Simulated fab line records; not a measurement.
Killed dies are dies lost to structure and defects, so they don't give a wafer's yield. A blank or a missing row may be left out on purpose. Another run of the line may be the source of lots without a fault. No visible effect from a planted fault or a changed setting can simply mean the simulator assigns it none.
Matching of chambers    flow n5-finfet    N5_BEOL_M10_VIA_ETCH_34 on rie-diel-01 has 4 sister chambers
The step etches SiCOH lowk in C4F6/O2, target depth 184.5 nm, time 69.2 s. 18 wafers are shown with their chamber, then 9 later ones without.

== EACH WAFER AND ITS CHAMBER ==
wafer   chamber  throttle-valve-pct (%)  showerhead-plenum-p-Torr (Torr)  rf-vpp-V (V)
L074.1  0        20.99                   2.77                             686
L074.2  1        20.78                   2.78                             667
L074.3  2        21.05                   2.94                             662
L078.1  3        21.48                   2.93                             678
L078.5  1        20.77                   2.78                             665
L078.6  2        21.06                   2.93                             662
L080.2  1        20.80                   2.78                             666
L080.3  3        21.48                   2.93                             675
L080.6  3        21.47                   2.93                             677
L086.1  3        21.50                   2.92                             677
L086.3  0        21.02                   2.76                             684
L086.4  1        20.81                   2.77                             666
L087.2  0        21.02                   2.76                             684
L087.3  3        21.51                   2.92                             677
L087.5  1        20.81                   2.77                             666
L088.2  1        20.82                   2.77                             665
L088.3  3        21.50                   2.92                             676
L088.5  0        21.02                   2.76                             683

SIGNATURES (means of the wafers above)
reading                   chamber 0  chamber 1  chamber 2  chamber 3  scatter within a chamber
throttle-valve-pct        21.0125    20.7983    21.0550    21.4900    0.0165
showerhead-plenum-p-Torr  2.7625     2.7750     2.9350     2.9250     0.00551
rf-vpp-V                  684.25     665.83     662.00     676.67     0.961
Rule: for each reading, subtract the chamber's mean from the wafer's reading, divide by that reading's scatter and square the result; add these up over the readings and take the root, which gives the wafer's distance from the chamber. If the next closest chamber is less than 2 further off than the closest, the wafer can't be placed; otherwise it belongs to the closest. The scatter is the square root of a quotient: the sum, over the shown wafers, of each reading's squared deviation from its chamber's mean, divided by wafers minus chambers.

== WAFERS WITH NO CHAMBER GIVEN ==
wafer   throttle-valve-pct (%)  showerhead-plenum-p-Torr (Torr)  rf-vpp-V (V)
L092.1  21.05                   2.92                             676
L092.2  21.11                   2.92                             660
L092.4  21.04                   2.75                             684
L091.1  20.85                   2.77                             666
L091.3  21.04                   2.75                             683
L091.6  21.06                   2.92                             677
L095.1  20.88                   2.76                             665
L095.2  21.05                   2.75                             682
L095.4  21.07                   2.92                             677

== CHAMBER TAKEN BY EACH ==
wafer    from the rows above   in truth
L092.1   2                     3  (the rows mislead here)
L092.2   2                     2
L092.4   0                     0
L091.1   1                     1
L091.3   0                     0
L091.6   2                     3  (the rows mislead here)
L095.1   1                     1
L095.2   0                     0
L095.4   2                     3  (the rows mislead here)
Correct placement for 6 of the 9. Can't be placed from these rows: 0. Wrongly placed: 3.
